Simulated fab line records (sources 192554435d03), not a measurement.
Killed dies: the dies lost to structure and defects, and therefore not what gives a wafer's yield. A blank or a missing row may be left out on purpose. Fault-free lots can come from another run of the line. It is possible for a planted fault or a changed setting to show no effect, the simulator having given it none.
fab line records	flow n5_finfet
record lots=5	wafers=15	last_day=16
route steps=1938 shown MIM_BOT_LITHO@1861 MIM_BOT_ETCH@1866 PASS1_CAP@1873 TV_LITHO@1875 TV_OPEN@1887
lots untouched by any fault: they come from a run of this same line in which no faults occurred
start_h: hours from the record's opening day to when the first of the lot's shown wafers began	wait_h: time in hours since the lot's previous step	" repeats the value in the row above	L1.1+2: a single row standing in for several wafers	- no value, or no start was given	* or withheld: withheld	< > ~ a bound
route shown NAME@n: NAME is a module with steps in the file, n the number in the route of the first one	usual: mean/standard deviation taken from wafers without a fault	same: alike in all rows	chamber/n: place in a boat	sites: readings site by site	_std_site: the standard deviation of these	_edge_site: the outer-site mean with the inner-site mean subtracted	radius_mm: how far each site lies from the wafer's centre	mask NAME#n: copy n	behind: the most recent tool/chamber to have shaped the wafer	hold: cause of the lot's hold/its duration in hours/its outcome	device: the n, p or np transistor that did not switch	end of line: the same wafers' tests at the end of the route	for a step that has no rows: nothing shown but its recipe	killed: count of dies lost to structure and defects at first sort (not the wafer's yield)	map: shows each die of a wafer: x if killed, . if not, _ if none is there
set.NAME: setting as actually run; set.NAME@STEP: the setting as run at that earlier step	model.NAME: the simulator's own value behind a step, which no gauge read
a table for each step, a row for each wafer; lots at some steps of the route
services: a tool's chamber out of use, with start hour (start_h, from the record's first day; less than 0 if before it), hours out, and reason
## steps
# step N5_MIM_BOT_LITHO_HARDBAKE_09
# recipe temp_c=130	time_s=120
# step N5_MIM_BOT_LITHO_CD_MEAS_08
# recipe target_cd_nm=3000	landing_energy_ev=500	detector=se_inlens	polarity=opening
# usual cd_nm=3000.4/1.5
# same landing_energy_ev=500
lot.wafer	tool	chamber	start_h	wait_h	cd_nm
L473.4	cd_sem-02	0	285.68	-	3001.4
L473.5	"	0	"	"	3001.5
L473.6	"	0	"	"	3000.3
L475.3	cd_sem-01	0	301.32	-	3001.2
L475.4	"	0	"	"	3001.1
L475.5	"	0	"	"	3003.1
L484.2	cd_sem-01	0	369.25	-	3001.3
L484.4	"	0	"	"	3001.3
L484.6	"	0	"	"	3004.3
L486.4	cd_sem-03	0	373.10	-	2998.2
L486.5	"	0	"	"	2998.4
L486.6	"	0	"	"	2999.2
L488.1	cd_sem-02	0	379.22	-	3001.0
L488.3	"	0	"	"	2998.2
L488.5	"	0	"	"	3000.3
# step N5_MIM_BOT_LITHO_OVL_MEAS_11
# recipe points_per_wafer=44
# usual MIM_BOT_OVL=-1/5.3
lot.wafer	tool	chamber	start_h	wait_h	MIM_BOT_OVL[nm]
L473.4	overlay-02	0	285.71	0.0	-3
L473.5	"	0	"	"	-11
L473.6	"	0	"	"	-10
L475.3	overlay-01	0	301.35	0.0	-3
L475.4	"	0	"	"	4
L475.5	"	0	"	"	-4
L484.2	overlay-01	0	369.28	0.0	4
L484.4	"	0	"	"	-7
L484.6	"	0	"	"	5
L486.4	overlay-02	0	373.13	0.0	3
L486.5	"	0	"	"	9
L486.6	"	0	"	"	5
L488.1	overlay-02	0	379.25	0.0	-2
L488.3	"	0	"	"	7
L488.5	"	0	"	"	6
# step N5_MIM_BOT_LITHO_INSPECT_12
# recipe mode=adi	inspect_instrument=macro
# usual raw_defect_count=2.0/1.4
lot.wafer	tool	chamber	start_h	wait_h	raw_defect_count
L473.4	defect_inspect-02	-	285.73	0.0	2
L473.5	"	-	"	"	2
L473.6	"	-	"	"	3
L475.3	defect_inspect-01	-	301.37	0.0	3
L475.4	"	-	"	"	0
L475.5	"	-	"	"	2
L484.2	defect_inspect-01	-	369.30	0.0	5
L484.4	"	-	"	"	4
L484.6	"	-	"	"	2
L486.4	defect_inspect-01	-	373.16	0.0	0
L486.5	"	-	"	"	2
L486.6	"	-	"	"	0
L488.1	defect_inspect-01	-	379.27	0.0	1
L488.3	"	-	"	"	1
L488.5	"	-	"	"	1
# step N5_MIM_BOT_LITHO_DESCUM_10
# recipe chemistry=O2	time_s=7.9	source_power_w=50	bias_power_w=20	pressure_mtorr=20	rf_frequency_hz=2.712e+07	temp_c=40	o2_flow_sccm=225
# usual drypump_motor_current_A=5.6/0.48	oes_product_au=0.81/0.087	rf_vpp_V=243.1/1.2	showerhead_plenum_p_Torr=2.08/0.061	throttle_valve_pct=20.39/0.22
lot.wafer	tool	chamber	start_h	wait_h	drypump_motor_current_A	oes_product_au	rf_hours_counter_h	rf_vpp_V	showerhead_plenum_p_Torr	throttle_valve_pct
L473.4	rie_diel-01	1	285.76	0.0	4.9	0.84	62	241.8	2.03	20.11
L473.5	"	2	"	"	5.5	0.69	-	242.2	2.07	20.32
L473.6	"	3	"	"	5.8	0.85	-	243.8	2.13	20.40
L475.3	rie_diel-01	0	301.41	0.0	5.3	0.87	53	244.0	2.13	20.70
L475.4	"	1	"	"	4.8	0.84	67	241.9	2.03	20.11
L475.5	"	1	"	"	4.9	0.83	-	242.4	2.03	20.13
L484.2	rie_diel-04	2	369.33	0.0	6.5	0.83	79	246.3	2.20	20.41
L484.4	"	1	"	"	5.6	0.90	-	241.6	2.05	20.13
L484.6	"	2	"	"	6.5	0.83	-	244.9	2.20	20.42
L486.4	rie_diel-01	2	373.93	0.8	5.5	0.67	246	241.6	2.06	20.38
L486.5	"	2	"	"	5.5	0.67	-	243.0	2.06	20.36
L486.6	"	1	"	"	4.8	0.81	-	241.9	2.02	20.17
L488.1	rie_diel-06	2	379.31	0.0	5.4	0.82	79	240.8	2.03	20.36
L488.3	"	1	"	"	5.3	0.89	23	242.8	2.04	20.04
L488.5	"	3	"	"	6.8	0.69	-	243.5	2.15	20.70
# step N5_MIM_BOT_ETCH_ETCH_04
# recipe chemistry=CF4/O2	target=SiNx	target_depth_a=260	time_s=13	ion_energy_ev=100	pressure_mtorr=40	source_w=535	bias_w=49	Ar_flow_sccm=100	cf4_flow_sccm=100	O2_flow_sccm=10
# step N5_MIM_BOT_ETCH_ETCH_03
# recipe chemistry=Cl2/BCl3	target_depth_a=120	pressure_mtorr=8	icp_w=800	bias_w=100	Cl2_flow_sccm=20	bcl3_flow_sccm=80
# usual drypump_motor_current_A=5.46/0.17	oes_product_au=0.79/0.089	throttle_valve_pct=27.59/0.22
lot.wafer	tool	chamber	start_h	wait_h	drypump_motor_current_A	oes_product_au	rf_hours_counter_h	throttle_valve_pct
L473.4	rie_metal-01	1	285.95	0.1	5.42	0.69	-	27.56
L473.5	"	1	"	"	5.41	0.69	-	27.59
L473.6	"	0	"	"	5.41	0.80	-	27.66
L475.3	rie_metal-03	1	301.59	0.1	5.41	0.88	-	27.48
L475.4	"	0	"	"	5.39	0.68	-	27.82
L475.5	"	0	"	"	5.38	0.69	-	27.80
L484.2	rie_metal-03	0	369.49	0.1	5.38	0.67	84	27.81
L484.4	"	1	"	"	5.44	0.86	-	27.49
L484.6	"	1	"	"	5.41	0.86	-	27.49
L486.4	rie_metal-02	0	374.11	0.1	5.31	0.90	-	27.21
L486.5	"	1	"	"	5.77	0.78	-	27.84
L486.6	"	0	"	"	5.33	0.90	-	27.21
L488.1	rie_metal-01	0	379.46	0.1	5.42	0.78	43	27.69
L488.3	"	1	"	"	5.43	0.67	-	27.60
L488.5	"	1	"	"	5.41	0.67	-	27.60
# step N5_MIM_BOT_ETCH_ETCH_00
# recipe chemistry=Cl2/BCl3	target=TiN	target_depth_a=455	ion_energy_ev=150	pressure_mtorr=10	icp_w=1000	bias_w=126	Cl2_flow_sccm=53.25	bcl3_flow_sccm=21.75	Ar_flow_sccm=25
# step N5_MIM_BOT_ETCH_STRIP_01
# recipe chemistry=O2	power_w=600	temp_c=60	pressure_mtorr=30	rf_frequency_hz=6e+07	bias_power_w=0	overash_fraction=0.5	o2_flow_sccm=225
# usual drypump_motor_current_A=5.7/0.51	oes_product_au=0.81/0.085	rf_vpp_V=3.7/1.4	showerhead_plenum_p_Torr=2.09/0.066	throttle_valve_pct=16.63/0.21
lot.wafer	tool	chamber	start_h	wait_h	drypump_motor_current_A	oes_product_au	rf_hours_counter_h	rf_vpp_V	showerhead_plenum_p_Torr	throttle_valve_pct
L473.4	rie_diel-04	2	286.17	0.1	6.5	0.87	-	2.6	2.22	16.63
L473.5	"	0	"	"	5.6	0.91	-	2.0	2.06	16.73
L473.6	"	3	"	"	5.6	0.69	-	3.0	1.98	16.55
L475.3	rie_diel-01	1	301.79	0.1	4.9	0.83	67	3.7	2.03	16.38
L475.4	"	0	"	"	5.4	0.85	53	3.0	2.14	16.87
L475.5	"	1	"	"	4.9	0.83	-	2.9	2.03	16.34
L484.2	rie_diel-04	1	369.72	0.1	5.6	0.89	26	2.6	2.05	16.34
L484.4	"	0	"	"	5.6	0.85	-	5.1	2.05	16.74
L484.6	"	1	"	"	5.6	0.89	-	1.9	2.05	16.31
L486.4	rie_diel-06	3	374.48	0.2	6.8	0.68	244	4.3	2.16	16.94
L486.5	"	1	"	"	5.3	0.89	-	2.4	2.04	16.31
L486.6	"	2	"	"	5.3	0.82	-	2.7	2.03	16.59
L488.1	rie_diel-01	1	379.69	0.1	4.9	0.81	94	1.3	2.02	16.42
L488.3	"	0	"	"	5.3	0.83	81	2.9	2.13	16.92
L488.5	"	1	"	"	4.9	0.81	-	2.0	2.02	16.41
# step N5_MIM_BOT_ETCH_STRIP_02
# recipe chemistry=post_etch_residue_remover	time_s=1200	temp_c=72.5
# step N5_MIM_BOT_ETCH_CLEAN_05
# recipe chemistry=IPA	time_s=180	temp_c=25
# step N5_MIM_BOT_ETCH_SRD_06
# recipe dry=ipa_marangoni	time_s=30	temp_c=23	rinse_liquid=diw
# step N5_PASSIVATION_PECVD_55
# recipe material=SiO2	target_thk_a=4000	temp_c=400	precursor=SiH4/N2O	pressure_torr=2.7	rf_w=608	time_s=22.5
# usual heater_power_w=685/120	showerhead_plenum_p_Torr=8.19/0.078	throttle_valve_pct=51/3.1
lot.wafer	tool	chamber	start_h	wait_h	heater_power_w	showerhead_plenum_p_Torr	throttle_valve_pct	model.SiO2_of_PASSIVATION_PECVD_55.thk_nm
L473.4	pecvd-01	1	286.71	0.1	598	8.27	51	401.8
L473.5	"	2	"	"	704	8.28	50	405.8
L473.6	"	0	"	"	590	8.24	50	401.4
L475.3	pecvd-02	0	302.29	0.0	553	8.09	55	392.8
L475.4	"	2	"	"	756	8.05	46	659.6
L475.5	"	0	"	"	583	8.10	55	399.6
L484.2	pecvd-04	2	370.22	0.0	549	8.16	49	399.8
L484.4	"	0	"	"	514	8.28	49	407.2
L484.6	"	2	"	"	426	8.14	49	403.6
L486.4	pecvd-02	1	375.00	0.0	751	8.21	55	403.2
L486.5	"	0	"	"	566	8.10	55	406
L486.6	"	2	"	"	815	8.07	47	406
L488.1	pecvd-04	1	380.23	0.1	879	8.21	54	393.4
L488.3	"	2	"	"	464	8.16	49	394.6
L488.5	"	1	"	"	902	8.22	53	401.6
# step N5_PASSIVATION_PECVD_01
# recipe material=SiNx	target_thk_a=2000	temp_c=400	precursor=SiH4/NH3/N2	pressure_torr=4.9	rf_w=1406	time_s=43.2
# step N5_PASSIVATION_HMDS_03
# recipe time_s=60	temp_c=120
# step N5_PASSIVATION_COAT_04
# recipe spin_rpm=*	resist_thk_nm=*
# step N5_PASSIVATION_EBR_06
# recipe solvent=PGMEA	ebr_width_mm=1.5
# step N5_PASSIVATION_SOFTBAKE_05
# recipe temp_c=100	time_s=90
# step N5_PASSIVATION_EXPOSE_07
# recipe mask_id=TV	na=0.55	source_shape=conventional	sigma_outer=0.8	polarization=unpolarized	defocus_nm=0	target_cd_nm=3000	dose_mj=22.75
# step N5_PASSIVATION_PEB_08
# recipe peb_temp_c=withheld	peb_time_s=*
# step N5_PASSIVATION_DEVELOP_09
# recipe develop_time_s=60	rinse_liquid=diw	dry=air_spin	dev_temp_c=21
# step N5_PASSIVATION_HARDBAKE_11
# recipe temp_c=130	time_s=120
# step N5_PASSIVATION_CD_MEAS_10
# recipe target_cd_nm=3000	landing_energy_ev=500	detector=se_inlens
# usual cd_nm=2999.8/1.6
# same landing_energy_ev=500
lot.wafer	tool	chamber	start_h	wait_h	cd_nm
L473.4	cd_sem-03	0	289.06	-	2999.7
L473.5	"	0	"	"	2998.5
L473.6	"	0	"	"	2995.9
L475.3	cd_sem-01	0	305.63	-	3000.9
L475.4	"	0	"	"	3001.9
L475.5	"	0	"	"	3003.2
L484.2	cd_sem-01	0	370.80	-	3000.5
L484.4	"	0	"	"	3000.3
L484.6	"	0	"	"	2999.9
L486.4	cd_sem-02	0	375.44	-	3001.8
L486.5	"	0	"	"	2999.8
L486.6	"	0	"	"	3001.4
L488.1	cd_sem-03	0	380.77	-	3002.7
L488.3	"	0	"	"	2999.5
L488.5	"	0	"	"	3000.9
# step N5_PASSIVATION_OVL_MEAS_60
# recipe points_per_wafer=44
# usual TV_OVL=-1/4.7
lot.wafer	tool	chamber	start_h	wait_h	TV_OVL[nm]
L473.4	overlay-01	0	289.08	0.0	1
L473.5	"	0	"	"	-1
L473.6	"	0	"	"	-3
L475.3	overlay-01	0	305.66	0.0	1
L475.4	"	0	"	"	-6
L475.5	"	0	"	"	4
L484.2	overlay-01	0	370.83	0.0	-9
L484.4	"	0	"	"	-6
L484.6	"	0	"	"	-12
L486.4	overlay-01	0	375.49	0.0	3
L486.5	"	0	"	"	2
L486.6	"	0	"	"	-7
L488.1	overlay-02	0	380.80	0.0	-2
L488.3	"	0	"	"	3
L488.5	"	0	"	"	-1
# step N5_PASSIVATION_INSPECT_61
# recipe mode=adi	inspect_instrument=macro
# usual raw_defect_count=2.0/1.4
lot.wafer	tool	chamber	start_h	wait_h	raw_defect_count
L473.4	defect_inspect-02	-	289.11	0.0	1
L473.5	"	-	"	"	1
L473.6	"	-	"	"	2
L475.3	defect_inspect-02	-	305.68	0.0	1
L475.4	"	-	"	"	1
L475.5	"	-	"	"	1
L484.2	defect_inspect-01	-	370.86	0.0	0
L484.4	"	-	"	"	3
L484.6	"	-	"	"	1
L486.4	defect_inspect-01	-	375.51	0.0	2
L486.5	"	-	"	"	0
L486.6	"	-	"	"	1
L488.1	defect_inspect-02	-	380.82	0.0	4
L488.3	"	-	"	"	3
L488.5	"	-	"	"	2
# step N5_PASSIVATION_DESCUM_12
# recipe chemistry=O2	time_s=7.9	source_power_w=50	bias_power_w=20	pressure_mtorr=20	rf_frequency_hz=2.712e+07	temp_c=40	o2_flow_sccm=225
# usual drypump_motor_current_A=5.6/0.52	oes_product_au=0.82/0.11	rf_vpp_V=243.2/1.4	showerhead_plenum_p_Torr=2.09/0.074	throttle_valve_pct=20.41/0.19
lot.wafer	tool	chamber	start_h	wait_h	drypump_motor_current_A	oes_product_au	rf_hours_counter_h	rf_vpp_V	showerhead_plenum_p_Torr	throttle_valve_pct
L473.4	rie_diel-03	0	289.27	0.2	5.5	0.77	135	243.4	2.11	20.45
L473.5	"	1	"	"	5.4	0.78	-	243.6	2.09	20.28
L473.6	"	2	"	"	4.9	0.88	-	244.3	2.13	20.35
L475.3	rie_diel-05	0	305.71	0.0	6.4	0.93	20	242.5	2.05	20.45
L475.4	"	2	"	"	6.4	0.98	1	245.9	2.25	20.42
L475.5	"	2	"	"	6.3	0.98	-	245.9	2.25	20.42
L484.2	rie_diel-02	3	370.93	0.1	5.8	0.70	221	245.1	2.16	20.54
L484.4	"	1	"	"	5.4	0.82	80	242.2	2.13	20.31
L484.6	"	3	"	"	5.8	0.70	-	243.2	2.16	20.53
L486.4	rie_diel-02	0	375.54	0.0	5.9	0.84	82	243.8	2.20	19.94
L486.5	"	1	"	"	5.4	0.81	-	244.6	2.13	20.30
L486.6	"	0	"	"	5.9	0.84	-	244.4	2.20	19.94
L488.1	rie_diel-05	3	380.86	0.0	5.5	0.70	237	240.0	1.98	20.65
L488.3	"	2	"	"	6.4	0.91	27	245.5	2.24	20.48
L488.5	"	0	"	"	6.4	0.89	-	242.2	2.04	20.51
# step N5_PASSIVATION_PASS_ETCH_74
# recipe chemistry=CF4/O2	target=SiNx	target_depth_a=2200	time_s=110	ion_energy_ev=100	pressure_mtorr=40	source_w=535	bias_w=49	Ar_flow_sccm=100	cf4_flow_sccm=100	O2_flow_sccm=10
# usual cf4_flow_sccm=100.0/0.31	drypump_motor_current_A=5.6/0.52	oes_product_au=0.82/0.11	rf_vpp_V=239/4.4	showerhead_plenum_p_Torr=2.20/0.07	throttle_valve_pct=15.96/0.19
lot.wafer	tool	chamber	start_h	wait_h	cf4_flow_sccm	drypump_motor_current_A	oes_product_au	rf_hours_counter_h	rf_vpp_V	showerhead_plenum_p_Torr	throttle_valve_pct
L473.4	rie_diel-03	0	289.34	0.0	99.8	5.6	0.78	135	237	2.20	15.92
L473.5	"	1	"	"	99.8	5.4	0.79	-	240	2.21	15.91
L473.6	"	2	"	"	99.9	4.8	0.89	-	236	2.25	15.88
L475.3	rie_diel-05	0	305.78	0.0	99.8	6.5	0.94	20	243	2.17	15.97
L475.4	"	2	"	"	99.6	6.3	0.98	1	249	2.35	15.89
L475.5	"	2	"	"	99.5	6.4	0.98	-	248	2.35	15.88
L484.2	rie_diel-02	3	370.99	0.0	100.4	5.8	0.70	221	245	2.27	16.16
L484.4	"	1	"	"	99.6	5.4	0.81	80	243	2.22	15.74
L484.6	"	3	"	"	100.0	5.8	0.70	-	245	2.27	16.16
L486.4	rie_diel-02	0	375.61	0.0	99.7	5.9	0.83	82	244	2.31	15.57
L486.5	"	1	"	"	99.8	5.4	0.80	-	244	2.22	15.74
L486.6	"	0	"	"	99.9	5.9	0.83	-	245	2.31	15.56
L488.1	rie_diel-05	3	380.92	0.0	99.7	5.5	0.69	237	235	2.09	16.24
L488.3	"	2	"	"	99.7	6.4	0.89	27	247	2.34	15.93
L488.5	"	0	"	"	99.7	6.4	0.89	-	240	2.16	16.04
# step N5_PASSIVATION_VIA_ETCH_13
# recipe chemistry=CHF3/O2	target=SiO2	target_depth_a=6600	CHF3_flow_sccm=50	O2_flow_sccm=5	Ar_flow_sccm=200	time_s=330	mask_material=PR	pressure_mtorr=30	source_w=650	bias_w=170	ion_energy_ev=200	ends=cleared
# usual drypump_motor_current_A=5.6/0.52	etch_rf_on_time_s=235/4.3	oes_product_au=0.74/0.096	rf_vpp_V=521/9.2	showerhead_plenum_p_Torr=2.41/0.076	throttle_valve_pct=18.86/0.19
lot.wafer	tool	chamber	start_h	wait_h	drypump_motor_current_A	etch_rf_on_time_s	oes_product_au	rf_hours_counter_h	rf_vpp_V	showerhead_plenum_p_Torr	throttle_valve_pct	model.coat_of_PASSIVATION_COAT_04.thk_nm	model.TV_OPEN.cd_offset_nm
L473.4	rie_diel-03	0	289.43	0.0	5.5	239	0.69	135	515	2.40	18.78	*	2
L473.5	"	1	"	"	5.4	241	0.70	-	518	2.42	18.82	*	1.8
L473.6	"	2	"	"	4.8	237	0.79	-	516	2.46	18.84	*	1.6
L475.3	rie_diel-05	0	305.87	0.0	6.5	225	0.86	20	526	2.37	18.93	*	1.2
L475.4	"	2	"	"	6.4	378	0.93	1	541	2.56	18.80	*	-1.2
L475.5	"	2	"	"	6.3	228	0.89	-	541	2.56	18.79	*	1.8
L484.2	rie_diel-02	3	371.08	0.0	5.8	237	0.64	221	534	2.48	19.00	*	2
L484.4	"	1	"	"	5.4	238	0.73	80	530	2.43	18.63	*	1.2
L484.6	"	3	"	"	5.8	240	0.63	-	533	2.48	19.00	*	2
L486.4	rie_diel-02	0	375.70	0.0	5.9	237	0.75	82	533	2.53	18.44	*	1.6
L486.5	"	1	"	"	5.4	239	0.73	-	530	2.42	18.61	*	1.4
L486.6	"	0	"	"	5.9	237	0.77	-	532	2.53	18.45	*	1.4
L488.1	rie_diel-05	3	381.02	0.0	5.5	230	0.63	237	511	2.29	19.17	*	2.4
L488.3	"	2	"	"	6.4	227	0.81	27	539	2.55	18.84	*	2.2
L488.5	"	0	"	"	6.4	233	0.80	-	525	2.36	18.95	*	1
# step N5_PASSIVATION_STRIP_14
# recipe chemistry=O2	power_w=600	temp_c=60	pressure_mtorr=30	rf_frequency_hz=6e+07	bias_power_w=0	overash_fraction=0.5	o2_flow_sccm=225
# step N5_PASSIVATION_ETCH_15
# recipe chemistry=CF4/N2	target=SiCN	target_depth_a=750	taper_deg=2	time_s=81.2	ion_energy_ev=150	mask_material=SiNx	pressure_mtorr=40	source_w=430	bias_w=70	Ar_flow_sccm=100	cf4_flow_sccm=60	n2_flow_sccm=60
# usual cf4_flow_sccm=60.00/0.17	drypump_motor_current_A=5.6/0.52	oes_product_au=0.82/0.11	rf_vpp_V=382.3/2	showerhead_plenum_p_Torr=2.21/0.071	throttle_valve_pct=15.41/0.2
lot.wafer	tool	chamber	start_h	wait_h	cf4_flow_sccm	drypump_motor_current_A	oes_product_au	rf_hours_counter_h	rf_vpp_V	showerhead_plenum_p_Torr	throttle_valve_pct	model.TV_OPEN.cd_offset_nm
L473.4	rie_diel-03	0	-	-	60.06	5.6	0.77	135	383.1	2.21	15.37	2
L473.5	"	1	"	"	60.00	5.4	0.77	-	381.8	2.21	15.36	1.8
L473.6	"	2	"	"	60.04	4.8	0.89	-	383.8	2.25	15.33	1.6
L475.3	rie_diel-05	0	-	-	60.03	6.4	0.94	20	381.5	2.17	15.41	1.2
L475.4	"	2	"	"	60.06	6.4	0.98	1	386.6	2.35	15.30	-1.2
L475.5	"	2	"	"	59.99	6.4	0.98	-	386.3	2.35	15.32	1.8
L484.2	rie_diel-02	3	-	-	59.91	5.8	0.70	221	383.8	2.27	15.59	2
L484.4	"	1	"	"	60.34	5.4	0.80	80	383.1	2.22	15.20	1.4
L484.6	"	3	"	"	60.07	5.7	0.70	-	384.6	2.27	15.60	2
L486.4	rie_diel-02	0	-	-	59.80	5.9	0.83	82	384.3	2.31	15.01	1.6
L486.5	"	1	"	"	60.26	5.4	0.80	-	381.5	2.22	15.20	1.4
L486.6	"	0	"	"	59.80	5.9	0.83	-	383.8	2.31	15.00	1.2
L488.1	rie_diel-05	3	-	-	59.88	5.5	0.70	237	378.8	2.09	15.72	2.4
L488.3	"	2	"	"	59.97	6.4	0.89	27	386.3	2.34	15.35	2.2
L488.5	"	0	"	"	59.90	6.4	0.89	-	381.7	2.16	15.48	1
# step N5_PASSIVATION_STRIP_73
# recipe chemistry=post_etch_residue_remover	time_s=60	temp_c=25	remover_ph=withheld	remover_water_wt_pct=withheld	remover_fluoride_wt_pct=withheld
## services
tool	chamber	start_h	hours	kind
rie_diel-04	0	265.68	8.2	repair
rie_diel-05	2	270.57	-	clean
rie_diel-05	2	270.57	-	consumable_replace:focus_ring
rie_diel-05	2	270.57	-	consumable_replace:showerhead
rie_diel-05	2	270.57	31.4	scheduled_down
rie_diel-05	2	270.57	31.4	vent_cycle
rie_diel-06	2	272.24	7.4	repair
rie_diel-02	3	290.29	7.6	repair
rie_diel-02	1	297.44	11.5	repair
rie_diel-04	2	302.97	9.8	repair
rie_metal-02	-	312.15	1.4	pm
rie_diel-03	0	312.23	12.7	repair
rie_diel-05	1	313.46	-	clean
rie_diel-05	1	313.46	-	consumable_replace:focus_ring
rie_diel-05	1	313.46	15.3	scheduled_down
rie_metal-03	1	318.88	3.7	repair
pecvd-02	-	323.95	1.9	repair
pecvd-04	-	335.87	1.0	repair
pecvd-04	-	360.30	2.8	pm
rie_diel-04	3	365.39	33.5	repair
rie_diel-05	1	367.43	4.6	repair
pecvd-01	-	369.92	28.1	pm
rie_metal-03	-	375.28	4.3	pm
rie_diel-01	3	375.61	9.6	repair
## key
first_sign step=N5_PASSIVATION_VIA_ETCH_13	reading=etch_rf_on_time_s	direction=up	sigmas=33	usual=*	struck=*
effect none on later readings
model_effect step=N5_PASSIVATION_PECVD_55	value=SiO2_of_PASSIVATION_PECVD_55.thk_nm	without=403.2	struck=659.6
model_effect step=N5_PASSIVATION_VIA_ETCH_13	value=coat_of_PASSIVATION_COAT_04.thk_nm	without=*	struck=*
model_effect step=N5_PASSIVATION_ETCH_15	value=TV_OPEN.cd_offset_nm	without=1.8	struck=-1.2
met_at N5_PASSIVATION_PECVD_55
struck_wafers L475.4
fault kind=process_parameter_drift	tool=pecvd-02	chamber=-	onset_h=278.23	steps=N5_PASSIVATION_PECVD_55	channel=time_s	offset=*	shape=step	end_h=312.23	scope=struck_wafers_only	acts_in=*	stated=*
